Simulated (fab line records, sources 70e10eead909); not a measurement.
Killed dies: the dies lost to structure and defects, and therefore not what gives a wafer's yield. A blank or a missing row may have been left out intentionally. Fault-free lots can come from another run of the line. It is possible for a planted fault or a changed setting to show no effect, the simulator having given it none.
fab line records	flow nand-harc
[record] lots = 10	wafers = 30	last-day = 34
route steps=1302 shown A_STAIRCASE@883 A_SGD_CUT@890 END@1302
lots with no fault: from the same line, run without faults
start-h: hours from the record's first day to the start of the lot's first wafer shown	wait-h: how many hours have passed since the lot's step before this one	" unchanged from the row above	L1.1+2: one row covering several wafers at once	- no value, or no start was given	* or withheld: withheld	< > ~ a bound
route shown NAME@n: a module of which the file shows steps, and the number in the route of the first	usual: mean/standard deviation taken from wafers without a fault	same: alike in all rows	chamber/n: place in a boat	sites: each site's reading	_std_site: the values' standard deviation	_edge_site: inner sites' mean taken away from outer sites' mean	radius-mm: for every site, how far away it sits from the centre of the wafer	mask NAME#n: copy n	behind: the most recent tool/chamber to have shaped the wafer	hold: why the lot went on hold/how many hours it stayed there/how the hold came to an end	device: transistor that didn't switch, given as n, p or np	end of line: tests run on the same wafers once the route is complete	a step without rows: its recipe alone	killed: dies lost to structure and defects at the first sort, not the wafer's yield	map: a wafer's dies, marking killed ones x, the rest . and places with no die _
set.NAME: the setting that was run; set.NAME@STEP: the one run at that earlier step	model.NAME: the simulator's own value behind a step, which no gauge read
steps of the route over a sample of lots; a table a step, a row a wafer
services: when a tool's chamber went out of use (start-h, in hours from the record's first day, below 0 if earlier), for how many hours, and the reason
[[steps]]
[step NHARC_A_STAIRCASE_ETCHBACK_157]
[recipe] target-depth-a = 900	over-etch-frac = 0.3	time-s = 167.14	ion-energy-ev = 120	ch3f-flow-sccm = 50	o2-flow-sccm = 30	ar-flow-sccm = 200	rf-w = 500	bias-w = 100	chemistry = CH3F/O2
[usual] drypump-motor-current-A = 5.8/0.41	o2-flow-sccm = 30.02/0.1	oes-product-au = 0.96/0.032	rf-vpp-V = 243.8/1.4	showerhead-plenum-p-Torr = 2.42/0.083	throttle-valve-pct = 20.663/0.0092
[same] time-s = 167.14
lot.wafer	tool	chamber	start-h	wait-h	drypump-motor-current-A	o2-flow-sccm	oes-product-au	rf-hours-counter-h	rf-vpp-V	showerhead-plenum-p-Torr	throttle-valve-pct
L837.2	rie-diel-07	0	450.72	0.2	5.8	30.09	0.95	38	243.8	2.42	20.653
L837.4	"	3	"	"	4.9	30.09	0.95	50	242.9	2.34	20.646
L837.5	"	1	"	"	6.3	30.18	0.93	-	242.3	2.36	20.668
L839.4	rie-diel-08	2	464.47	0.2	5.9	30.06	0.96	28	245.3	2.52	20.676
L839.1	"	1	"	"	5.4	29.98	0.95	33	243.2	2.36	20.679
L839.5	"	2	"	"	5.9	29.97	0.96	-	245.0	2.52	20.671
L841.3	rie-diel-08	1	482.55	0.1	5.4	30.04	0.93	41	243.8	2.36	20.663
L841.1	"	3	"	"	6.4	30.12	0.93	37	246.9	2.55	20.673
L841.4	"	2	"	"	5.9	29.91	0.94	-	245.3	2.51	20.670
L849.1	rie-diel-12	2	553.12	0.1	5.9	29.96	1.01	36	243.9	2.50	20.656
L849.5	"	2	"	"	5.9	29.88	1.02	-	245.7	2.50	20.666
L849.6	"	3	"	"	6.0	30.06	1.01	-	245.5	2.50	20.676
L850.1	rie-diel-07	1	573.26	0.2	6.3	30.12	0.99	28	244.8	2.34	20.658
L850.5	"	3	"	"	4.9	30.04	0.95	-	243.2	2.32	20.651
L850.6	"	0	"	"	5.8	29.91	0.98	-	243.9	2.41	20.666
L852.2	rie-diel-12	1	598.39	0.2	5.6	30.05	0.92	48	242.4	2.35	20.645
L852.5	"	0	"	"	5.8	30.16	0.93	-	243.4	2.38	20.665
L852.6	"	1	"	"	5.6	29.99	0.92	-	242.6	2.35	20.661
L853.2	rie-diel-07	3	609.08	0.1	4.9	29.93	0.93	44	243.0	2.32	20.669
L853.3	"	0	"	"	5.8	29.92	0.94	43	243.1	2.40	20.655
L853.5	"	3	"	"	4.9	29.93	0.92	-	241.5	2.32	20.663
L855.4	rie-diel-08	3	625.74	0.2	6.4	29.91	0.91	22	246.4	2.53	20.657
L855.2	"	1	"	"	5.5	30.06	0.92	22	243.9	2.35	20.655
L855.5	"	2	"	"	5.9	30.11	0.92	-	245.5	2.50	20.646
L858.3	rie-diel-07	3	645.10	0.1	4.9	29.98	0.93	54	242.7	2.31	20.663
L858.1	"	0	"	"	5.8	30.39	0.92	54	243.5	2.40	20.670
L858.4	"	1	"	"	6.2	30.05	0.94	51	243.2	2.33	20.669
L859.4	rie-diel-07	2	686.87	0.2	5.9	30.07	1.01	9	243.5	2.41	20.660
L859.1	"	3	"	"	4.9	29.85	0.99	7	242.1	2.31	20.662
L859.5	"	2	"	"	6.0	29.91	1.01	-	243.1	2.41	20.663
[step NHARC_A_SGD_CUT_DEP_00]
[recipe] target-thk-a = 500	temp-c = 400	target-thk-nm = 50	flow-sccm = 200	rf-w = 450	material = SiNx
[usual] heater-power-outer-w = 429/64	heater-power-w = 714/78
lot.wafer	tool	chamber	start-h	wait-h	heater-power-outer-w	heater-power-w
L837.2	pecvd-03	0	452.27	0.1	425	738
L837.5	"	0	"	"	419	724
L837.4	"	1	"	"	483	735
L839.1	pecvd-03	1	465.62	0.2	516	791
L839.4	"	1	"	"	526	774
L839.5	"	2	"	"	422	725
L841.3	pecvd-03	0	483.60	0.1	420	742
L841.1	"	1	"	"	409	669
L841.4	"	1	"	"	414	659
L849.1	pecvd-01	0	554.14	0.1	447	737
L849.6	"	2	"	"	364	671
L849.5	"	0	"	"	453	761
L850.1	pecvd-03	1	574.28	0.1	478	729
L850.6	"	1	"	"	485	717
L850.5	"	0	"	"	436	744
L852.2	pecvd-03	0	599.40	0.1	431	751
L852.5	"	1	"	"	478	709
L852.6	"	2	"	"	446	724
L853.3	pecvd-03	1	610.05	0.1	512	762
L853.2	"	2	"	"	428	705
L853.5	"	2	"	"	426	713
L855.2	pecvd-03	1	626.68	0.1	458	690
L855.5	"	1	"	"	447	688
L855.4	"	2	"	"	385	660
L858.3	pecvd-02	1	646.15	0.1	425	731
L858.1	"	0	"	"	481	819
L858.4	"	1	"	"	426	756
L859.1	pecvd-02	2	687.84	0.1	380	586
L859.4	"	2	"	"	387	580
L859.5	"	1	"	"	419	751
[step NHARC_A_SGD_CUT_INSPECT_11]
[usual] raw-defect-count = 48/24
lot.wafer	tool	chamber	start-h	wait-h	hold	raw-defect-count
L837.2	defect-inspect-02	-	453.08	0.0	-	59
L837.4	"	-	"	"	-	53
L837.5	"	-	"	"	-	60
L839.1	defect-inspect-02	-	466.46	0.0	await-dispo/0.2h/release	634
L839.4	"	-	"	"	await-dispo/0.2h/release	575
L839.5	"	-	"	"	await-dispo/0.2h/release	589
L839.1	defect-inspect-02	-	466.63	0.2	-	637
L839.4	"	-	"	"	-	574
L839.5	"	-	"	"	-	592
L841.1	defect-inspect-02	-	484.30	0.0	await-dispo/0.2h/release	612
L841.3	"	-	"	"	await-dispo/0.2h/release	579
L841.4	"	-	"	"	await-dispo/0.2h/release	569
L841.1	defect-inspect-02	-	484.47	0.2	-	609
L841.3	"	-	"	"	-	575
L841.4	"	-	"	"	-	564
L849.1	defect-inspect-01	-	554.83	0.0	-	43
L849.5	"	-	"	"	-	48
L849.6	"	-	"	"	-	42
L850.1	defect-inspect-02	-	575.00	0.0	-	79
L850.5	"	-	"	"	-	102
L850.6	"	-	"	"	-	79
L852.2	defect-inspect-01	-	600.06	0.0	-	58
L852.5	"	-	"	"	-	59
L852.6	"	-	"	"	-	54
L853.2	defect-inspect-01	-	610.90	0.0	-	55
L853.3	"	-	"	"	-	55
L853.5	"	-	"	"	-	53
L855.2	defect-inspect-01	-	627.53	0.0	-	35
L855.4	"	-	"	"	-	23
L855.5	"	-	"	"	-	21
L858.1	defect-inspect-01	-	647.00	0.0	-	37
L858.3	"	-	"	"	-	35
L858.4	"	-	"	"	-	33
L859.1	defect-inspect-02	-	688.68	0.0	-	8
L859.4	"	-	"	"	-	9
L859.5	"	-	"	"	-	15
[step NHARC_A_SGD_CUT_ETCH_15]
[recipe] target-depth-a = 750	time-s = 64.3	ch3f-flow-sccm = 50	o2-flow-sccm = 30	ar-flow-sccm = 200	rf-w = 500	bias-w = 100	chemistry = CH3F/O2
[usual] drypump-motor-current-A = 5.6/0.35	o2-flow-sccm = 29.99/0.082	oes-product-au = 0.959/0.02	rf-vpp-V = 263.5/1.4	showerhead-plenum-p-Torr = 2.44/0.087	throttle-valve-pct = 20.663/0.0094
[same] time-s = 64.3
lot.wafer	tool	chamber	start-h	wait-h	drypump-motor-current-A	o2-flow-sccm	oes-product-au	rf-hours-counter-h	rf-vpp-V	showerhead-plenum-p-Torr	throttle-valve-pct
L837.4	rie-diel-11	3	-	-	5.3	29.97	0.988	1	262.6	2.39	20.676
L837.2	"	2	"	"	5.3	30.10	0.986	1	263.4	2.47	20.663
L837.5	"	3	"	"	5.3	29.91	0.975	-	262.4	2.39	20.663
L839.4	rie-diel-11	2	-	-	5.3	30.03	0.930	2	263.8	2.47	20.664
L839.1	"	0	"	"	5.7	29.98	0.941	2	264.4	2.49	20.663
L839.5	"	2	"	"	5.3	30.02	0.933	-	264.8	2.47	20.655
L841.3	rie-diel-11	3	-	-	5.3	30.02	1.008	3	262.5	2.39	20.663
L841.1	"	0	"	"	5.7	30.11	0.967	3	262.7	2.49	20.667
L841.4	"	1	"	"	6.1	30.02	0.979	3	263.5	2.42	20.653
L849.1	rie-diel-01	2	-	-	5.3	30.09	0.960	19	262.7	2.33	20.647
L849.5	"	2	"	"	5.3	29.91	0.955	-	261.6	2.33	20.676
L849.6	"	3	"	"	5.4	29.96	0.959	-	264.3	2.59	20.671
L850.1	rie-diel-11	0	-	-	5.7	29.95	0.979	6	265.1	2.49	20.654
L850.6	"	1	"	"	6.1	30.06	0.959	-	264.0	2.41	20.668
L850.5	"	2	"	"	5.3	30.11	0.939	-	264.3	2.47	20.669
L852.2	rie-diel-01	3	-	-	5.4	29.98	0.946	2	266.0	2.59	20.664
L852.5	"	0	"	"	6.3	30.07	0.959	-	263.3	2.37	20.665
L852.6	"	2	"	"	5.3	29.92	0.933	-	261.9	2.33	20.668
L853.2	rie-diel-01	0	-	-	6.3	30.08	0.962	3	263.2	2.37	20.668
L853.3	"	3	"	"	5.4	29.95	0.971	3	265.4	2.59	20.667
L853.5	"	0	"	"	6.3	30.09	0.957	-	262.2	2.37	20.652
L855.2	rie-diel-01	0	-	-	6.3	30.09	0.978	4	262.6	2.37	20.657
L855.4	"	2	"	"	5.3	29.96	0.959	3	261.0	2.33	20.679
L855.5	"	1	"	"	5.5	29.88	0.954	-	264.0	2.46	20.678
L858.3	rie-diel-02	0	-	-	5.1	30.04	0.950	5	262.7	2.38	20.662
L858.4	"	1	"	"	6.1	29.88	0.995	3	260.7	2.30	20.666
L858.1	"	3	"	"	5.8	30.04	0.980	4	263.5	2.57	20.661
L859.1	rie-diel-11	1	-	-	6.1	29.99	0.976	3	263.5	2.41	20.666
L859.4	"	2	"	"	5.3	30.12	0.997	3	264.3	2.47	20.662
L859.5	"	0	"	"	5.8	30.01	0.990	-	263.1	2.48	20.667
[step NHARC_A_SGD_CUT_ETCHBACK_24]
[recipe] target-depth-a = 500	over-etch-frac = 0.3	time-s = 92.857	ion-energy-ev = 120	ch3f-flow-sccm = 50	o2-flow-sccm = 30	ar-flow-sccm = 200	rf-w = 500	bias-w = 100	chemistry = CH3F/O2
[usual] drypump-motor-current-A = 5.6/0.37	o2-flow-sccm = 29.99/0.09	oes-product-au = 0.98/0.033	rf-vpp-V = 244.2/1.5	showerhead-plenum-p-Torr = 2.45/0.092	throttle-valve-pct = 20.663/0.0082
[same] time-s = 92.857
lot.wafer	tool	chamber	start-h	wait-h	drypump-motor-current-A	o2-flow-sccm	oes-product-au	rf-hours-counter-h	rf-vpp-V	showerhead-plenum-p-Torr	throttle-valve-pct
L837.2	rie-diel-02	2	459.81	0.1	5.5	30.01	1.00	3	246.9	2.55	20.650
L837.4	"	1	"	"	6.1	29.87	1.00	3	242.4	2.31	20.670
L837.5	"	2	"	"	5.5	30.07	1.01	-	245.4	2.55	20.672
L839.1	rie-diel-02	0	473.85	0.2	5.1	29.93	0.98	4	242.8	2.39	20.677
L839.4	"	1	"	"	6.1	29.91	1.00	3	242.4	2.31	20.660
L839.5	"	1	"	"	6.1	30.04	0.98	-	242.0	2.31	20.660
L841.4	rie-diel-11	1	489.44	0.1	6.1	30.02	0.96	3	244.8	2.41	20.669
L841.3	"	2	"	"	5.3	30.02	0.95	3	245.3	2.47	20.653
L841.1	"	3	"	"	5.4	30.01	0.99	3	243.5	2.39	20.667
L849.1	rie-diel-11	1	560.29	0.1	6.1	29.98	1.01	6	243.3	2.41	20.666
L849.5	"	0	"	"	5.8	29.88	1.02	-	246.1	2.49	20.664
L849.6	"	1	"	"	6.1	29.92	1.00	-	244.5	2.41	20.653
L850.1	rie-diel-11	1	581.33	0.1	6.1	29.93	0.93	7	243.5	2.41	20.658
L850.5	"	1	"	"	6.1	29.90	0.93	-	243.3	2.41	20.664
L850.6	"	2	"	"	5.3	30.05	0.93	-	243.3	2.47	20.664
L852.2	rie-diel-02	1	607.97	0.2	6.1	30.00	0.93	2	241.8	2.31	20.661
L852.6	"	3	"	"	5.8	29.81	0.94	-	245.7	2.57	20.662
L852.5	"	0	"	"	5.1	29.96	0.90	-	243.0	2.38	20.674
L853.2	rie-diel-02	2	617.21	0.1	5.5	30.01	1.02	2	244.4	2.55	20.662
L853.3	"	3	"	"	5.8	29.98	1.03	3	245.0	2.57	20.668
L853.5	"	2	"	"	5.5	29.95	1.01	-	245.6	2.55	20.669
L855.2	rie-diel-11	3	633.83	0.1	5.3	29.95	1.00	1	245.2	2.39	20.672
L855.4	"	0	"	"	5.7	29.93	1.02	1	246.8	2.49	20.667
L855.5	"	3	"	"	5.3	30.03	1.01	-	242.2	2.39	20.672
L858.1	rie-diel-02	3	653.49	0.1	5.8	30.02	0.96	5	247.0	2.57	20.656
L858.4	"	0	"	"	5.1	29.89	0.91	5	243.6	2.38	20.675
L858.3	"	1	"	"	6.1	29.94	0.94	4	241.9	2.30	20.669
L859.4	rie-diel-01	1	695.45	0.2	5.6	30.09	0.99	10	243.3	2.46	20.662
L859.1	"	2	"	"	5.3	29.94	1.02	10	242.0	2.32	20.653
L859.5	"	3	"	"	5.3	30.11	0.98	-	247.1	2.59	20.663
[step NHARC_END_SORT_01]
[recipe] temp-c = 25
[usual] killed-at-array = 56/17	killed-at-other = 1.2/1.4	killed-at-periphery = 4/3.2	killed-dies = 61/16	killed-open = 3.6/2.1	killed-short = 2.7/1.8
[same] gross-dies = 677
lot.wafer	tool	chamber	start-h	wait-h	killed-at-array	killed-at-other	killed-at-periphery	killed-dies	killed-open	killed-short
L839.1	prober-02	0	635.02	2.5	118	2	3	123	2	5
L839.4	prober-02	0	637.42	3.4	120	2	4	126	2	2
L839.5	prober-02	0	638.22	3.7	123	4	2	129	3	2
L841.1	prober-02	0	639.40	2.5	100	1	13	114	5	8
L841.3	prober-02	0	641.00	3.1	104	2	4	110	2	3
L841.4	prober-02	0	641.80	3.4	86	1	11	98	3	3
// killed by level:class
L839.1 A_SGD_CUT:unspecified=72 A_CHANNEL_HOLE_D1:chamber-film-flake=37 A_DECK1_JOINT:geometric-particle:short=2 P_STI:chamber-film-flake=2 THIN_TSV:chamber-film-flake=2 P_CONTACT:geometric-particle:short=1 A_ONON_D1:geometric-particle:short=1 A_ONON_D2:geometric-particle:short=1
L839.4 A_SGD_CUT:unspecified=77 A_CHANNEL_HOLE_D1:chamber-film-flake=33 P_STI:chamber-film-flake=2 A_CHANNEL_HOLE_D2:chamber-film-flake=2 THIN_TSV:chamber-film-flake=2 P_CONTACT:geometric-particle:open=1 A_SOURCE_PLATE:geometric-particle:open=1 A_CHANNEL_FILL_D1:geometric-particle:short=1
L839.5 A_SGD_CUT:unspecified=83 A_CHANNEL_HOLE_D1:chamber-film-flake=23 A_CHANNEL_HOLE_D2:chamber-film-flake=8 THIN_TSV:chamber-film-flake=4 A_STAIRCASE:chamber-film-flake=3 A_ONON_D2:geometric-particle:open=2 P_CONTACT:geometric-particle:short=1 A_SOURCE_PLATE:geometric-particle:short=1
L841.1 A_SGD_CUT:unspecified=75 A_CHANNEL_HOLE_D2:chamber-film-flake=8 P_BONDPAD:chamber-film-flake=5 P_STI:chamber-film-flake=4 A_DECK1_JOINT:chamber-film-flake=4 A_ONON_D2:geometric-particle:short=3 A_ONON_D1:geometric-particle:short=2 P_CONTACT:geometric-particle:short=1
L841.3 A_SGD_CUT:unspecified=82 A_CHANNEL_HOLE_D2:chamber-film-flake=16 P_BONDPAD:chamber-film-flake=2 A_CHANNEL_HOLE_D1:chamber-film-flake=2 THIN_TSV:chamber-film-flake=2 P_CONTACT:geometric-particle:open=1 A_ONON_D1:geometric-particle:open=1 A_CHANNEL_HOLE_D2:geometric-particle:short=1
L841.4 A_SGD_CUT:unspecified=74 P_ZERO_WELL:chamber-film-flake=4 P_STI:chamber-film-flake=3 P_BONDPAD:chamber-film-flake=3 A_CHANNEL_HOLE_D1:chamber-film-flake=2 P_CONTACT:geometric-particle:short=1 A_ONON_D1:geometric-particle:open=1 A_CHANNEL_FILL_D1:geometric-particle:short=1
[[services]]
tool	chamber	start-h	hours	kind
rie-diel-08	0	431.78	2.8	repair
rie-diel-11	-	432.57	9.0	pm
rie-diel-07	2	437.81	9.2	repair
rie-diel-11	2	443.41	9.8	repair
rie-diel-12	-	447.46	9.0	pm
rie-diel-07	-	471.34	9.0	pm
rie-diel-08	0	481.63	3.7	repair
rie-diel-08	-	488.25	0.8	repair
rie-diel-01	-	493.19	3.4	repair
pecvd-03	-	538.67	1.1	repair
rie-diel-08	-	544.88	9.0	pm
pecvd-03	-	547.19	13.0	pm
rie-diel-01	-	557.81	9.0	pm
rie-diel-02	-	570.71	9.0	pm
rie-diel-01	3	570.81	5.3	repair
rie-diel-01	2	592.87	5.7	repair
rie-diel-11	-	609.57	9.0	pm
rie-diel-08	2	611.67	5.8	repair
rie-diel-02	1	637.50	6.2	repair
rie-diel-07	-	642.46	0.2	repair
rie-diel-07	-	648.35	9.0	pm
rie-diel-07	1	676.89	4.1	repair
rie-diel-08	1	678.67	1.2	repair
rie-diel-11	2	689.41	4.6	repair
[[key]]
[first-sign] step = NHARC_A_SGD_CUT_INSPECT_11	reading = visit	direction = added
[effect] step = NHARC_A_SGD_CUT_INSPECT_11	reading = raw-defect-count	direction = up	sigmas = 23	usual = 48	struck = 593
[effect] step = NHARC_END_SORT_01	reading = killed-dies	direction = up	sigmas = 3.4	usual = 61	struck = 117
[more-kills-born-at] NHARC_A_SGD_CUT_DEP_00@pecvd-03 = 463
met-at NHARC_A_SGD_CUT_DEP_00
struck-lots L839,L841
tester-left-out L839,L841
not-acting-at NHARC_A_STAIRCASE_ETCHBACK_157,NHARC_A_SGD_CUT_ETCH_15,NHARC_A_SGD_CUT_ETCHBACK_24
onset-between 452.27 465.62
[fault] kind = chamber-particle-source	tool = pecvd-03	chamber = -	onset-h = 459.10	steps = NHARC_A_SGD_CUT_DEP_00	rate-per-visit-cm2 = 0.83399	end-h = 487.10
// tester-left-out: of these lots the tester's yield and bins aren't shown, on N5 and GAA mostly nor the transistor test; their killed dies are dies lost to structure and defects alone, not to doping, threshold or leakage, so they don't give the yield
